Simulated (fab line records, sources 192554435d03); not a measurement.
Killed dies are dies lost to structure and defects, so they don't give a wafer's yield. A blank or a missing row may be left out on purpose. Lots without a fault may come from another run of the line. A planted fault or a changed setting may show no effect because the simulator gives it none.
Chamber matching | flow n5_finfet | N5_BEOL_M14_DESCUM_15 on rie_diel-06: 4 sister chambers
The step chemistry O2, time 7.9 s. 4 wafers are shown with their chamber, then 7 later ones without.

WAFERS WITH THEIR CHAMBER
wafer  | chamber | showerhead_plenum_p_Torr (Torr)
L083.1 | 2       | 2.14
L083.3 | 1       | 2.19
L089.2 | 3       | 2.20
L089.3 | 0       | 2.11

WAFERS WITHOUT THEIR CHAMBER
wafer  | showerhead_plenum_p_Torr (Torr)
L089.5 | 2.11
L090.1 | 2.19
L090.3 | 2.19
L090.6 | 2.20
L097.1 | 2.19
L097.3 | 2.11
L097.4 | 2.18

WHICH CHAMBER EACH WENT THROUGH
wafer  | from the rows above | in truth
L089.5 | 0                   | 0
L090.1 | 1                   | 1
L090.3 | 1                   | 1
L090.6 | 3                   | 3
L097.1 | 1                   | 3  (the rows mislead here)
L097.3 | 0                   | 0
L097.4 | 1                   | 1
Placed correctly: 6 of 7. Can't be placed from these rows: 0. Placed wrongly: 1.
How it was worked out, from the rows above alone: a wafer's distance from a chamber is the root of the sum, over the readings, of the square of ((its reading less the chamber's mean) divided by the reading's scatter). The wafer belongs to the nearest chamber; if the next one is less than 2 further off, it can't be placed. A chamber's mean is the mean of its shown wafers. The scatter: with one shown wafer a chamber, the root of the mean of the squares of how far each hidden wafer lies from its nearest shown one.
